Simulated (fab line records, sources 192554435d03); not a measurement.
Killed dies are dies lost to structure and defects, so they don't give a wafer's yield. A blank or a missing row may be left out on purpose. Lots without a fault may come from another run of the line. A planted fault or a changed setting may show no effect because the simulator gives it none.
Split-lot experiment | flow n5_finfet | 7 lots, 21 wafers read, on a route of 1938 steps

THE SPLIT
At N5_BEOL_M2_TRENCH_ETCH_37 (etches SiOC in C4F6/O2, target depth 55.555 nm, time 29.2 s), the setting bias_w was moved away from the recipe's 185 W on 4 of the 21 wafers read, by -4.9% to +16.8%. The other wafers ran this setting at the recipe's value.

The reading is taken at the split's own step.

THE READING
rf_vpp_V, in V, at N5_BEOL_M2_TRENCH_ETCH_37 (etches SiOC in C4F6/O2, target depth 55.555 nm, time 29.2 s). Fault-free wafers of this fab line usually give 666 V, standard deviation 5.4 V.

wafer  | tool, chamber at the split | bias_w as run, W | against the recipe | rf_vpp_V, V | against lot-mates on the recipe
L078.2 | rie_diel-05, 0             | 185              | recipe             | 670         | -
L078.3 | rie_diel-05, 3             | 185              | recipe             | 667         | -
L078.4 | rie_diel-05, 2             | 185              | recipe             | 662         | -
L079.3 | rie_diel-05, 2             | 185              | recipe             | 665         | -
L079.4 | rie_diel-05, 3             | 185              | recipe             | 666         | -
L079.6 | rie_diel-05, 3             | 185              | recipe             | 666         | -
L085.2 | rie_diel-05, 2             | 185              | recipe             | 663         | -
L085.3 | rie_diel-05, 1             | 216.1            | +16.8%             | 764         | +101
L085.6 | rie_diel-05, 2             | 216.1            | +16.8%             | 750         | +87
L088.2 | rie_diel-05, 0             | 185              | recipe             | 669         | -
L088.3 | rie_diel-05, 2             | 200.1            | +8.2%              | 706         | +34
L088.5 | rie_diel-05, 1             | 185              | recipe             | 676         | -
L089.1 | rie_diel-04, 3             | 185              | recipe             | 667         | -
L089.3 | rie_diel-04, 1             | 185              | recipe             | 667         | -
L089.5 | rie_diel-04, 3             | 176              | -4.9%              | 639         | -28
L090.3 | rie_diel-04, 2             | 185              | recipe             | 656         | -
L090.5 | rie_diel-04, 3             | 185              | recipe             | 667         | -
L090.6 | rie_diel-04, 1             | 185              | recipe             | 666         | -
L093.2 | rie_diel-01, 3             | 185              | recipe             | 657         | -
L093.3 | rie_diel-01, 2             | 185              | recipe             | 669         | -
L093.5 | rie_diel-01, 3             | 185              | recipe             | 655         | -

THE FIT
A straight line over all 21 wafers: rf_vpp_V changes by +5.42 V for each +1% of bias_w; r = +0.98; the points scatter about the line by 5.5 V.
The same after taking each lot's own level away (the mean of its wafers on the recipe; 21 wafers): +5.47 V for each +1%; r = +0.99; scatter 5 V.
On that fit, the largest move of bias_w shifts the reading by 92 V.
The lots' own levels span 660.3 to 672.5 V, that is 2.3 times the standard deviation above.
So the lot-to-lot level changes the slope little: the two slopes agree.
Check: with one of the wafers moved furthest among these (+16.8%) left out of the fit, the line predicts +84.4 V for it against its lot-mates. It came out at +101 V against them.
Tool readings at the split's step, against how far the setting was moved: rf_vpp_V r = +0.98.

OTHER SPLITS ON THESE WAFERS
These wafers also went through other splits before the reading. Each is held against what the fit with the lots' levels taken away leaves over:
other split on the same wafers              | wafers away from the commonest value | r with rf_vpp_V (lot level and that fit taken away)
N5_MOL_CONTACT_COAG_VIA_ETCH_117 bias_w     | 3                                    | +0.04
N5_BEOL_M0_SAQP_SPACER2_ALD_26 target_thk_a | 7                                    | +0.22
N5_BEOL_M1_ETCH_64 bias_w                   | 5                                    | +0.27
N5_BEOL_M1_ETCH_70 source_w                 | 7                                    | -0.30
N5_BEOL_M1_TRENCH_ETCH_37 time_s            | 8                                    | -0.19

THE FILE'S OWN FIT
rf_vpp_V changes by +5.33 V for each +1% of bias_w, r = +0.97.
